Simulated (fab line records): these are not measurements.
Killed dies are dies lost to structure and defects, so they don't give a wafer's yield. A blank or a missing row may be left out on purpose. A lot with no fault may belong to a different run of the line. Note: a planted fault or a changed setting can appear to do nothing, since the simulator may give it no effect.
fab line records	flow nandHarc
record lots=6	wafers=18	lastDay=33
route steps=1302 shown A_CHANNEL_HOLE_D2@604 A_CHANNEL_FILL_D2@610 END@1302
lots that met no fault: from a run of the same line without faults
startH: the number of hours between the record's first day and the start of the first shown wafer of the lot	waitH: hours since the lot's step before	" unchanged from the row above	L1.1+2: one row covering several wafers at once	- no value present, or no start provided	* or withheld: withheld	< > ~ a bound
route shown NAME@n: names a module that has steps shown in the file, with the first one's number in the route	usual: mean and standard deviation over wafers with no fault	same: alike in all rows	chamber/n: place in a boat	sites: the reading at each site	_std_site: the values' standard deviation	_edge_site: the outer-site mean with the inner-site mean subtracted	radiusMm: how far each site lies from the wafer's centre	mask NAME#n: copy n	behind: the tool/chamber that last shaped the wafer	hold: why the lot went on hold/how many hours it stayed there/how the hold came to an end	device: names the non-switching transistor (n, p or np)	end of line: the tests these same wafers got at the end of their route	a step given without rows: its recipe and nothing more	killed: not the wafer's yield, but the dies lost to structure and defects at the first sort	map: the dies of a wafer, with x for killed, . for not killed, _ for no die there
set.NAME: the run value of the setting; set.NAME@STEP: its run value at that earlier step	model.NAME: the simulator's own value behind a step, which no gauge read
certain route steps with their lots: each step a table, each wafer a row
services: the hour from which a tool's chamber was out of use, counted from the record's first day as startH (under 0 if before that day), plus the number of hours and why
## steps
# step NHARC_A_CHANNEL_HOLE_D2_STRIP_28
# recipe o2FlowSccm=500	arFlowSccm=0	biasW=0	chemistry=O2
# usual chamberPressureMTorr=60.00/0.057	drypumpMotorCurrentA=5.7/0.48	oesProductAu=1.000/0.0077	rfVppV=57.9/0.84	showerheadPlenumPTorr=3.54/0.13	throttleValvePct=17.037/0.0093
lot.wafer	tool	chamber	startH	waitH	chamberPressureMTorr	drypumpMotorCurrentA	oesProductAu	rfHoursCounterH	rfVppV	showerheadPlenumPTorr	throttleValvePct
L412.3	rieDiel-01	3	-	-	59.89	6.5	0.994	3.8	56.7	3.49	17.042
L412.6	"	0	"	"	60.02	5.5	1.001	-	57.0	3.40	17.039
L412.5	"	1	"	"	60.04	5.8	1.011	-	59.2	3.63	17.037
L415.1	rieDiel-01	3	-	-	59.96	6.5	1.008	4.8	57.8	3.49	17.021
L415.4	"	0	"	"	60.04	5.5	1.009	7.1	56.9	3.40	17.035
L415.2	"	2	"	"	60.01	5.2	1.003	7.0	58.1	3.38	17.052
L422.1	rieDiel-07	0	-	-	60.06	6.3	0.982	5.5	56.3	3.35	17.018
L422.3	"	1	"	"	59.99	6.1	0.996	5.8	56.8	3.45	17.042
L422.5	"	0	"	"	60.07	6.3	0.985	-	57.0	3.35	17.041
L423.3	rieDiel-01	2	-	-	59.94	5.2	1.000	3.2	58.2	3.38	17.040
L423.5	"	2	"	"	59.93	5.2	1.009	-	55.7	3.38	17.023
L423.6	"	3	"	"	60.10	6.5	0.999	-	59.1	3.49	17.032
L431.1	rieDiel-13	1	-	-	59.90	5.4	0.990	5.0	58.1	3.76	17.021
L431.6	"	3	"	"	60.08	5.8	0.995	-	57.8	3.66	17.034
L431.5	"	0	"	"	60.04	6.1	0.997	-	58.5	3.55	17.046
L433.4	rieDiel-01	0	-	-	59.94	5.5	1.001	7.8	58.6	3.40	17.033
L433.3	"	2	"	"	59.94	5.2	1.001	8.8	57.7	3.37	17.045
L433.6	"	0	"	"	60.00	5.5	1.006	-	57.4	3.40	17.048
# step NHARC_A_CHANNEL_HOLE_D2_PRECLEAN_29
# recipe timeS=*	tempC=50	bathAgeMin=0	chemistry=SC1
# step NHARC_A_CHANNEL_HOLE_D2_SRD_30
# step NHARC_A_CHANNEL_HOLE_D2_CD_MEAS_31
# usual cdNm=90.0/1.1
lot.wafer	tool	chamber	startH	waitH	cdNm
L412.3	cdSem-02	-	318.23	-	89.6
L412.5	"	-	"	"	89.6
L412.6	"	-	"	"	89.7
L415.1	cdSem-02	-	340.25	-	91.0
L415.2	"	-	"	"	90.2
L415.4	"	-	"	"	91.5
L422.1	cdSem-01	-	411.88	-	91.2
L422.3	"	-	"	"	90.7
L422.5	"	-	"	"	90.3
L423.3	cdSem-03	-	436.14	-	86.8
L423.5	"	-	"	"	87.3
L423.6	"	-	"	"	87.1
L431.1	cdSem-01	-	492.04	-	90.9
L431.5	"	-	"	"	89.1
L431.6	"	-	"	"	90.0
L433.3	cdSem-03	-	530.58	-	91.3
L433.4	"	-	"	"	89.8
L433.6	"	-	"	"	91.0
# step NHARC_A_CHANNEL_HOLE_D2_XSEM_32
# recipe landingEnergyEv=35000
# usual botCdNm=74.5/1.3	bowNm=8.60/0.23	tiltDeg=0.09/0.041
# same landingEnergyEv=35000
lot.wafer	tool	chamber	startH	waitH	botCdNm	bowNm	tiltDeg
L412.3	xsem-01	0	318.32	0.1	73.8	8.91	0.08
L412.5	"	0	"	"	74.2	8.85	0.08
L412.6	"	0	"	"	74.8	8.92	0.08
L415.1	xsem-01	0	340.34	0.1	77.6	8.76	0.11
L415.2	"	0	"	"	76.4	8.84	0.11
L415.4	"	0	"	"	77.4	8.76	0.11
L422.1	xsem-01	0	411.97	0.1	76.0	8.78	0.11
L422.3	"	0	"	"	73.5	8.83	0.11
L422.5	"	0	"	"	74.7	8.77	0.11
L423.3	xsem-02	0	436.23	0.1	70.2	8.58	0.10
L423.5	"	0	"	"	71.7	8.64	0.11
L423.6	"	0	"	"	71.4	8.54	0.10
L431.1	xsem-02	0	492.13	0.1	76.3	8.38	0.13
L431.5	"	0	"	"	74.0	8.51	0.13
L431.6	"	0	"	"	75.0	8.40	0.13
L433.3	xsem-02	0	530.67	0.1	75.7	8.68	0.11
L433.4	"	0	"	"	74.7	8.81	0.11
L433.6	"	0	"	"	74.3	8.72	0.11
# step NHARC_A_CHANNEL_HOLE_D2_INSPECT_40
# usual rawDefectCount=268/85
lot.wafer	tool	chamber	startH	waitH	rawDefectCount
L412.3	defectInspect-02	-	318.41	-	327
L412.5	"	-	"	"	221
L412.6	"	-	"	"	295
L415.1	defectInspect-02	-	340.44	-	600
L415.2	"	-	"	"	406
L415.4	"	-	"	"	410
L422.1	defectInspect-02	-	412.07	-	329
L422.3	"	-	"	"	279
L422.5	"	-	"	"	219
L423.3	defectInspect-02	-	436.32	-	251
L423.5	"	-	"	"	200
L423.6	"	-	"	"	253
L431.1	defectInspect-01	-	492.24	-	200
L431.5	"	-	"	"	230
L431.6	"	-	"	"	384
L433.3	defectInspect-02	-	530.76	-	220
L433.4	"	-	"	"	472
L433.6	"	-	"	"	373
# step NHARC_A_CHANNEL_FILL_D2_PRECLEAN_00
# recipe timeS=*	tempC=50	bathAgeMin=0	chemistry=SC1
# step NHARC_A_CHANNEL_FILL_D2_SRD_01
# step NHARC_A_CHANNEL_FILL_D2_ALD_02
# recipe targetThkA=60	pulseTimeS=10	aldCycles=60	tempC=300	material=SiO2
# step NHARC_A_CHANNEL_FILL_D2_ALD_03
# recipe targetThkA=60	pulseTimeS=60	aldCycles=58	tempC=630	pressureTorr=2	material=SiNx
# usual aldCycles=58/0	precursorPulseHeightRel=1.000/0.019
lot.wafer	tool	chamber	startH	waitH	aldCycles	precursorPulseHeightRel
L412.3	aldSinBatch-03	0	-	-	58	1.005
L412.5	"	0	"	"	58	0.971
L412.6	"	0	"	"	58	0.991
L415.1	aldSinBatch-02	0	-	-	58	1.003
L415.2	"	0	"	"	58	0.979
L415.4	"	0	"	"	58	1.007
L422.1	aldSinBatch-03	0	-	-	58	1.002
L422.3	"	0	"	"	58	0.973
L422.5	"	0	"	"	58	0.997
L423.3	aldSinBatch-03	0	-	-	58	0.973
L423.5	"	0	"	"	58	0.991
L423.6	"	0	"	"	58	0.992
L431.1	aldSinBatch-02	0	-	-	58	1.007
L431.5	"	0	"	"	58	1.027
L431.6	"	0	"	"	58	0.988
L433.3	aldSinBatch-01	0	-	-	58	1.021
L433.4	"	0	"	"	58	1.023
L433.6	"	0	"	"	58	0.984
# step NHARC_A_CHANNEL_FILL_D2_ALD_14
# recipe targetThkA=25	pulseTimeS=10	aldCycles=25	tempC=300	material=SiO2
# usual aldCycles=25/0	heaterPowerW=491/48	precursorPulseHeightRel=0.999/0.019
lot.wafer	tool	chamber	startH	waitH	aldCycles	heaterPowerW	precursorPulseHeightRel
L412.3	aldHk-01	1	325.66	0.0	25	477	0.977
L412.6	"	1	"	"	25	481	0.971
L412.5	"	2	"	"	25	424	0.991
L415.2	aldHk-04	1	347.59	0.0	25	496	1.013
L415.4	"	2	"	"	25	563	0.978
L415.1	"	3	"	"	25	461	0.975
L422.3	aldHk-02	2	419.71	0.0	25	450	0.999
L422.1	"	1	"	"	25	502	0.987
L422.5	"	3	"	"	25	539	0.960
L423.3	aldHk-01	3	444.24	0.8	25	424	0.968
L423.5	"	3	"	"	25	419	1.025
L423.6	"	0	"	"	25	520	1.006
L431.1	aldHk-04	2	500.87	0.1	25	613	1.024
L431.5	"	1	"	"	25	519	1.014
L431.6	"	2	"	"	25	607	1.013
L433.4	aldHk-02	3	540.39	0.0	25	538	1.009
L433.3	"	1	"	"	25	481	1.006
L433.6	"	3	"	"	25	550	0.988
# step NHARC_A_CHANNEL_FILL_D2_ALD_15
# recipe targetThkA=20	pulseTimeS=60	aldCycles=19	tempC=630	pressureTorr=2	material=SiNx
# usual aldCycles=19/0	precursorPulseHeightRel=1.002/0.019
lot.wafer	tool	chamber	startH	waitH	aldCycles	precursorPulseHeightRel
L412.3	aldSinBatch-02	0	-	-	19	0.992
L412.5	"	0	"	"	19	1.002
L412.6	"	0	"	"	19	0.988
L415.1	aldSinBatch-02	0	-	-	19	0.976
L415.2	"	0	"	"	19	1.023
L415.4	"	0	"	"	19	1.003
L422.1	aldSinBatch-02	0	-	-	19	1.020
L422.3	"	0	"	"	19	1.024
L422.5	"	0	"	"	19	1.003
L423.3	aldSinBatch-02	0	-	-	19	0.977
L423.5	"	0	"	"	19	0.951
L423.6	"	0	"	"	19	0.981
L431.1	aldSinBatch-01	0	-	-	19	1.005
L431.5	"	0	"	"	19	0.991
L431.6	"	0	"	"	19	0.997
L433.3	aldSinBatch-03	0	-	-	19	1.015
L433.4	"	0	"	"	19	0.987
L433.6	"	0	"	"	19	1.001
# step NHARC_A_CHANNEL_FILL_D2_ALD_16
# recipe targetThkA=15	pulseTimeS=10	aldCycles=15	tempC=300	material=SiO2
# usual aldCycles=15/0	heaterPowerW=483/44	precursorPulseHeightRel=1.001/0.021
lot.wafer	tool	chamber	startH	waitH	aldCycles	heaterPowerW	precursorPulseHeightRel
L412.3	aldHk-04	2	330.93	0.1	15	571	0.987
L412.5	"	3	"	"	15	453	1.050
L412.6	"	0	"	"	15	482	0.969
L415.1	aldHk-01	2	352.77	0.0	15	442	0.995
L415.2	"	3	"	"	15	423	1.024
L415.4	"	1	"	"	15	483	0.945
L422.3	aldHk-01	2	424.87	0.0	15	440	1.040
L422.1	"	3	"	"	15	424	1.027
L422.5	"	3	"	"	17	427	1.035
L423.3	aldHk-01	2	449.47	0.1	15	444	1.018
L423.5	"	1	"	"	17	476	1.004
L423.6	"	2	"	"	15	440	1.026
L431.1	aldHk-04	3	506.11	0.1	15	463	0.963
L431.5	"	0	"	"	15	465	0.980
L431.6	"	1	"	"	15	517	0.972
L433.4	aldHk-02	3	545.58	0.0	15	534	0.999
L433.3	"	2	"	"	15	464	0.976
L433.6	"	3	"	"	15	540	0.995
# step NHARC_A_CHANNEL_FILL_D2_ANNEAL_17
# recipe tempC=850	timeS=1800
# step NHARC_END_SORT_01
# recipe tempC=25
# usual killedAtArray=54/23	killedAtOther=1.2/1.5	killedAtPeriphery=3.9/2.5	killedDies=59/23	killedOpen=3.2/1.7	killedShort=2.4/1.6
# same grossDies=677
lot.wafer	tool	chamber	startH	waitH	killedAtArray	killedAtOther	killedAtPeriphery	killedDies	killedOpen	killedShort
L412.3	prober-02	0	575.55	3.1	62	0	6	68	1	4
L412.5	prober-02	0	577.15	3.7	52	1	8	61	2	1
L412.6	prober-02	0	577.95	4.0	56	1	9	66	4	0
L415.1	prober-01	0	623.10	2.5	63	1	1	65	2	1
L415.2	prober-01	0	623.90	2.8	63	1	1	65	1	3
L415.4	prober-01	0	625.50	3.4	59	2	2	63	1	3
L422.1	prober-01	0	657.14	2.5	20	3	4	27	5	1
L422.3	prober-01	0	658.74	3.1	23	4	5	32	2	4
L422.5	prober-01	0	660.33	3.7	29	2	5	36	9	3
L423.3	prober-01	0	693.72	3.1	56	0	3	59	1	4
L423.5	prober-01	0	695.30	3.7	44	1	7	52	4	3
L423.6	prober-01	0	696.10	4.0	59	0	5	64	1	2
L431.1	prober-02	0	771.03	2.5	44	1	7	52	4	3
L431.5	prober-02	0	774.25	3.7	56	1	3	60	2	6
L431.6	prober-02	0	775.05	4.0	58	3	2	63	5	2
L433.3	prober-01	0	787.71	3.1	56	2	1	59	5	2
L433.4	prober-01	0	788.49	3.4	41	0	3	44	1	1
L433.6	prober-01	0	790.06	3.9	54	0	3	57	3	5
# killed by level:class
L412.3 A_CHANNEL_HOLE_D2:chamberFilmFlake=37 A_SLIT:chamberFilmFlake=12 A_DECK1_JOINT:chamberFilmFlake=4 P_M1:chamberFilmFlake=3 A_WL_FILL:chamberFilmFlake=3 A_CONTACT:chamberFilmFlake=2 P_GATE:geometricParticle:short=1 P_CONTACT:geometricParticle:short=1
L412.5 A_CHANNEL_HOLE_D2:chamberFilmFlake=27 A_SLIT:chamberFilmFlake=11 A_CONTACT:chamberFilmFlake=6 P_M1:chamberFilmFlake=5 A_WL_FILL:chamberFilmFlake=3 P_ZERO_WELL:chamberFilmFlake=2 A_DECK1_JOINT:chamberFilmFlake=2 P_GATE:geometricParticle:open=1
L412.6 A_CHANNEL_HOLE_D2:chamberFilmFlake=35 A_SLIT:chamberFilmFlake=12 A_CONTACT:chamberFilmFlake=5 P_M1:chamberFilmFlake=4 P_GATE:geometricParticle:open=2 P_STI:geometricParticle:open=1 A_M1:geometricParticle:open=1 P_ZERO_WELL:chamberFilmFlake=1
L415.1 A_CHANNEL_HOLE_D1:chamberFilmFlake=31 A_CHANNEL_HOLE_D2:chamberFilmFlake=24 A_CONTACT:chamberFilmFlake=3 A_M0:geometricParticle:open=2 A_M0:geometricParticle:short=1 P_ZERO_WELL:chamberFilmFlake=1 A_STAIRCASE:chamberFilmFlake=1 A_SLIT:chamberFilmFlake=1
L415.2 A_CHANNEL_HOLE_D2:chamberFilmFlake=27 A_CHANNEL_HOLE_D1:chamberFilmFlake=24 A_BONDPAD:chamberFilmFlake=5 A_CONTACT:chamberFilmFlake=3 P_M1:geometricParticle:open=1 A_CHANNEL_FILL_D1:geometricParticle:short=1 A_CHANNEL_FILL_D2:geometricParticle:short=1 A_M0:geometricParticle:short=1
L415.4 A_CHANNEL_HOLE_D1:chamberFilmFlake=26 A_CHANNEL_HOLE_D2:chamberFilmFlake=19 A_BONDPAD:chamberFilmFlake=6 A_M0:geometricParticle:short=2 A_CONTACT:chamberFilmFlake=2 THIN_TSV:chamberFilmFlake=2 P_GATE:geometricParticle:short=1 A_CHANNEL_FILL_D1:geometricParticle:open=1
L422.1 A_CHANNEL_HOLE_D1:chamberFilmFlake=3 A_DECK1_JOINT:chamberFilmFlake=3 A_WL_FILL:chamberFilmFlake=3 THIN_TSV:chamberFilmFlake=3 P_CONTACT:chamberFilmFlake=2 A_SLIT:chamberFilmFlake=2 P_CONTACT:geometricParticle:open=1 A_ONON_D1:geometricParticle:open=1
L422.3 A_CONTACT:chamberFilmFlake=5 A_CHANNEL_HOLE_D1:chamberFilmFlake=4 A_STAIRCASE:chamberFilmFlake=3 THIN_TSV:chamberFilmFlake=3 P_ZERO_WELL:chamberFilmFlake=2 P_CONTACT:chamberFilmFlake=2 A_ONON_D1:geometricParticle:short=1 A_CHANNEL_HOLE_D1:geometricParticle:short=1
L422.5 A_CHANNEL_HOLE_D1:chamberFilmFlake=5 A_ONON_D1:geometricParticle:open=3 P_CONTACT:chamberFilmFlake=3 A_STAIRCASE:chamberFilmFlake=3 THIN_TSV:chamberFilmFlake=2 A_CHANNEL_HOLE_D2:chamberFilmFlake=2 A_SLIT:chamberFilmFlake=2 A_WL_FILL:chamberFilmFlake=2
L423.3 A_SLIT:chamberFilmFlake=20 A_CHANNEL_HOLE_D2:chamberFilmFlake=19 A_CONTACT:chamberFilmFlake=5 A_STAIRCASE:chamberFilmFlake=4 A_CHANNEL_HOLE_D2:geometricParticle:short=2 A_WL_FILL:chamberFilmFlake=2 P_CONTACT:geometricParticle:open=1 P_CONTACT:geometricParticle:short=1
L423.5 A_SLIT:chamberFilmFlake=19 A_CHANNEL_HOLE_D2:chamberFilmFlake=5 A_CONTACT:chamberFilmFlake=5 P_CONTACT:chamberFilmFlake=3 A_CHANNEL_FILL_D1:chamberFilmFlake=3 A_STAIRCASE:chamberFilmFlake=3 A_CHANNEL_HOLE_D1:chamberFilmFlake=2 P_M2:geometricParticle:open=1
L423.6 A_SLIT:chamberFilmFlake=24 A_CHANNEL_HOLE_D2:chamberFilmFlake=18 A_CONTACT:chamberFilmFlake=11 P_GATE:chamberFilmFlake=2 P_M0:geometricParticle:open=1 A_ONON_D2:geometricParticle:short=1 A_CHANNEL_HOLE_D2:geometricParticle:short=1 P_ZERO_WELL:chamberFilmFlake=1
L431.1 A_CHANNEL_HOLE_D2:chamberFilmFlake=12 A_SLIT:chamberFilmFlake=7 A_SGD_CUT:chamberFilmFlake=6 A_CHANNEL_HOLE_D1:chamberFilmFlake=5 A_CONTACT:chamberFilmFlake=5 P_M1:chamberFilmFlake=3 A_STAIRCASE:chamberFilmFlake=2 P_STI:geometricParticle:open=1
L431.5 A_CHANNEL_HOLE_D2:chamberFilmFlake=19 A_CHANNEL_HOLE_D1:chamberFilmFlake=13 A_SGD_CUT:chamberFilmFlake=6 A_SLIT:chamberFilmFlake=6 A_CONTACT:chamberFilmFlake=4 A_DECK1_JOINT:geometricParticle:short=2 A_CHANNEL_FILL_D2:geometricParticle:short=2 P_STI:geometricParticle:short=1
L431.6 A_CHANNEL_HOLE_D2:chamberFilmFlake=20 A_CHANNEL_HOLE_D1:chamberFilmFlake=11 A_SLIT:chamberFilmFlake=7 A_CONTACT:chamberFilmFlake=6 A_SGD_CUT:chamberFilmFlake=5 THIN_TSV:chamberFilmFlake=3 A_CHANNEL_FILL_D2:geometricParticle:open=2 A_CHANNEL_FILL_D1:geometricParticle:short=1
L433.3 A_CHANNEL_HOLE_D2:chamberFilmFlake=21 A_SLIT:chamberFilmFlake=15 A_CHANNEL_HOLE_D1:chamberFilmFlake=9 A_CONTACT:chamberFilmFlake=5 A_ONON_D1:geometricParticle:open=1 A_CHANNEL_HOLE_D1:geometricParticle:open=1 A_DECK1_JOINT:geometricParticle:short=1 A_CHANNEL_FILL_D2:geometricParticle:open=1
L433.4 A_SLIT:chamberFilmFlake=15 A_CHANNEL_HOLE_D2:chamberFilmFlake=11 A_CONTACT:chamberFilmFlake=7 A_CHANNEL_HOLE_D1:chamberFilmFlake=4 P_GATE:chamberFilmFlake=2 A_M1:chamberFilmFlake=2 P_CONTACT:geometricParticle:open=1 A_WL_FILL:geometricParticle:short=1
L433.6 A_SLIT:chamberFilmFlake=15 A_CHANNEL_HOLE_D1:chamberFilmFlake=15 A_CHANNEL_HOLE_D2:chamberFilmFlake=12 P_GATE:chamberFilmFlake=2 A_CONTACT:chamberFilmFlake=2 P_GATE:geometricParticle:short=1 A_ONON_D1:geometricParticle:short=1 A_CHANNEL_FILL_D1:geometricParticle:short=1
## services
tool	chamber	startH	hours	kind
rieDiel-07	-	294.20	9.0	pm
aldHk-01	-	298.25	10.0	pm
aldHk-01	0	298.25	10.0	ventCycle
aldHk-01	1	298.25	10.0	ventCycle
aldHk-01	2	298.25	10.0	ventCycle
aldHk-01	3	298.25	10.0	ventCycle
rieDiel-01	-	310.72	1.1	repair
xsem-02	-	315.04	4.3	repair
aldHk-01	-	322.11	2.7	repair
rieDiel-13	-	342.05	9.0	pm
xsem-01	-	374.00	14.0	pm
rieDiel-01	-	380.80	9.0	pm
rieDiel-01	1	409.26	5.1	repair
rieDiel-07	3	418.56	12.6	repair
rieDiel-13	-	419.34	0.2	repair
rieDiel-01	1	421.11	6.7	repair
rieDiel-07	1	464.16	18.0	repair
rieDiel-07	-	471.20	9.0	pm
aldHk-01	-	476.25	10.0	pm
rieDiel-07	1	483.16	9.5	repair
aldSinBatch-01	-	506.18	26.0	pm
rieDiel-01	2	510.22	2.7	repair
rieDiel-13	-	519.05	9.0	pm
aldHk-02	-	527.23	10.0	pm
## key
firstSign step=NHARC_A_CHANNEL_FILL_D2_ALD_16	reading=aldCycles	direction=up	sigmas=99+	usual=15	struck=17
effect none on later readings
metAt NHARC_A_CHANNEL_FILL_D2_ALD_16
struckWafers L422.5,L423.5
testerLeftOut L422,L423
onsetBetween 352.77 424.87
fault kind=processParameterDrift	tool=aldHk-01	chamber=-	onsetH=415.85	steps=NHARC_A_CHANNEL_FILL_D2_ALD_16	channel=aldCycles	offset=2	shape=step	endH=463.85	scope=struckWafersOnly	actsIn=theseRecipesOnly	stated=15
# testerLeftOut: of these lots the tester's yield and bins aren't shown, on N5 and GAA mostly nor the transistor test; their killed dies are dies lost to structure and defects alone, not to doping, threshold or leakage, so they don't give the yield
